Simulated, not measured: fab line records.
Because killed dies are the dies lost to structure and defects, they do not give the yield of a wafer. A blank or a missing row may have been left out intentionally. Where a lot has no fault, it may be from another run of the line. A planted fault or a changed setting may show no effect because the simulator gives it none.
Problem report, 8D (eight disciplines) form, completed by code + flow n5_finfet + the parts of the form that need people (team, actions taken, sign-off) are left out

1. THE ISSUE
Wafers with no fault read 14 with a standard deviation of 5.7, whereas killed_at_M4_up at N5_PASSIVATION_PROBE_49 reads a mean of 100 on 1 wafer of 1 lot. Relative to the usual mean, that is a shift of +15 standard deviations.
First observed at day 15 07:43: wafer L978.2, on prober-02. The record holds 3 wafers of 1 lot with a number at this step. The rule behind "out" and "out of limits": a value lying over 4 standard deviations away from the usual mean. The other wafers with a number count as sound.

2. WHAT THIS IS AND IS NOT
| question                    | is                                                                                                                  | is not                                                                                                                     |
|-----------------------------|---------------------------------------------------------------------------------------------------------------------|----------------------------------------------------------------------------------------------------------------------------|
| which readings at this step | killed_at_M4_up, defect_limited_yield, killed_dies, killed_on_rim, sort_bin_5_function, sort_n_pass, sort_yield_pct | killed_at_M0_to_M3, killed_at_contacts, killed_at_front_end, killed_at_other, killed_open, killed_short, sort_bin_6_memory |
| which lots                  | L978                                                                                                                | -                                                                                                                          |
| which wafers of those lots  | L978.2                                                                                                              | L978.1, L978.3                                                                                                             |
| read on which tools         | prober-02                                                                                                           | -                                                                                                                          |
| when                        | from day 15 07:43                                                                                                   | up to then (1 sound wafer); but 1 sound wafer of L978 came after                                                           |

3. WHAT RULES OUT EACH SUSPECT
Counting: any tool at a process step up to the reading remains a suspect provided it ran every lot that is out. Sound lots after the first of them don't rule it out here, since some wafers of a struck lot are sound.
- wet_bench-05 at N5_BEOL_M6_HM_STRIP_39 (strips TiN in peroxide tin strip, target depth 25 nm, time 158 s): kept. It ran the lot that is out, L978 (day 11 13:14).
- cmp-04 at N5_BEOL_M14_CMP_49 (polishes, stops on SiO2, t overpolish 5.2 s, target thk 560 nm): kept. It ran the lot that is out, L978 (day 14 04:05).
- rie_diel-01 at N5_BEOL_M15_STRIP_37 (strips in O2): kept. It ran the lot that is out, L978 (day 14 21:49). Because N5_BEOL_M15_STRIP_37 lacks a start for some lots, the hours and order of its lots are taken from N5_MIM_TOP_DEGAS_04.
- pvd_sputter-02 at N5_MIM_TOP_DEGAS_04 (time 60 s): kept. It ran the lot that is out, L978 (day 14 21:49).
- prober-02 at N5_PASSIVATION_PROBE_49: kept. It ran the lot that is out, L978 (day 15 07:40). Its own defect_limited_yield, killed_at_M4_up, killed_dies, killed_on_rim, sort_bin_5_function, sort_n_pass, sort_yield_pct readings are out on those wafers.
- cmp-04, N5_BEOL_M14_CMP_49: wafers that are out in chamber 3, sound lot-mates in chambers 1, 2.
- rie_diel-01, N5_BEOL_M15_STRIP_37: wafers that are out in chamber 3, sound lot-mates in chambers 0, 1.
Left after counting: wet_bench-05 at N5_BEOL_M6_HM_STRIP_39, cmp-04 at N5_BEOL_M14_CMP_49, rie_diel-01 at N5_BEOL_M15_STRIP_37, pvd_sputter-02 at N5_MIM_TOP_DEGAS_04, prober-02 at N5_PASSIVATION_PROBE_49.

4. THE CAUSE (what the simulator had put in)
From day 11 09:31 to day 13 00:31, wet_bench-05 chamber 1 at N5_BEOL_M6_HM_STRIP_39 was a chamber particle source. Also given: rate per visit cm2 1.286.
Of the 5 suspects that counting leaves, this tool is one.

5. THE EFFECT CHAIN, in route order
Each row: a reading whose mean over the struck wafers that have a number lies more than 3 standard deviations from the usual. Only readings whose record carries a usual standard deviation are examined. hours: median over the lots of the time between each lot's start at the first step of this table that gives one and its start at this step. sigmas: the change, counted in usual standard deviations.
| hours | step                    | reading              | usual  | on struck wafers | change | sigmas |
|-------|-------------------------|----------------------|--------|------------------|--------|--------|
| 0     | N5_PASSIVATION_PROBE_49 | defect_limited_yield | 91.1 % | 83.6             | -7.5   | -5.8   |
| 0     | N5_PASSIVATION_PROBE_49 | killed_at_M4_up      | 14     | 100              | +86    | +15    |
| 0     | N5_PASSIVATION_PROBE_49 | killed_dies          | 105    | 194              | +89    | +5.9   |
| 0     | N5_PASSIVATION_PROBE_49 | killed_on_rim        | 14     | 31               | +17    | +4.0   |
| 0     | N5_PASSIVATION_PROBE_49 | sort_bin_5_function  | 5.3 %  | 9.9              | +4.6   | +5.7   |
| 0     | N5_PASSIVATION_PROBE_49 | sort_n_pass          | 1075   | 986              | -89    | -5.9   |
| 0     | N5_PASSIVATION_PROBE_49 | sort_yield_pct       | 91.1 % | 83.6             | -7.5   | -5.8   |
Process steps it contains:
- N5_PASSIVATION_PROBE_49

6. WHAT WOULD HAVE CAUGHT IT SOONER
First out-of-limits reading in this record: day 15 07:43, which is 94 hours after fault onset at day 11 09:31.
By day 15 07:43, every lot that is out (1) had started N5_BEOL_M6_HM_STRIP_39 on wet_bench-05. Holding the tool at that point would not have protected any of them.
